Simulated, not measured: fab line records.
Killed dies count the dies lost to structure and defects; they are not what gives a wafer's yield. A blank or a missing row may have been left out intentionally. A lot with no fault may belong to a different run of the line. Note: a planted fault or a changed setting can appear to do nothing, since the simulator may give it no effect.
Chamber matching -- flow nand_harc -- NHARC_P_M1_STRIP_18 on rie_diel-09: 4 sister chambers
The step strips in N2/H2. 4 wafers are shown with their chamber, then 7 later ones without.

WAFERS PAIRED WITH THEIR CHAMBERS
wafer,chamber,showerhead_plenum_p_Torr (Torr)
L078.5,3,1.97
L088.6,1,2.16
L092.1,2,1.98
L092.3,0,1.91

WAFERS WITH NO CHAMBER GIVEN
wafer,showerhead_plenum_p_Torr (Torr)
L092.5,2.15
L093.3,1.91
L093.5,1.91
L093.6,2.15
L094.1,1.98
L094.4,1.91
L094.5,1.91

WHICH CHAMBER EACH ONE RAN IN
wafer,from the rows above,in truth
L092.5,1,1
L093.3,0,0
L093.5,0,0
L093.6,1,1
L094.1,can't be placed: 2 or 3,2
L094.4,0,0
L094.5,0,0
Correct placement for 6 of the 7. Cannot be placed on the basis of these rows: 1; the candidates contain the true chamber in 1. 0 placed wrongly.
How it was worked out, from the rows above alone: a wafer's distance from a chamber is the root of the sum, over the readings, of the square of ((its reading less the chamber's mean) divided by the reading's scatter). The wafer belongs to the nearest chamber; if the next one is less than 2 further off, it can't be placed. A chamber's mean is the mean of its shown wafers. The scatter: with one shown wafer a chamber, the root of the mean of the squares of how far each hidden wafer lies from its nearest shown one.
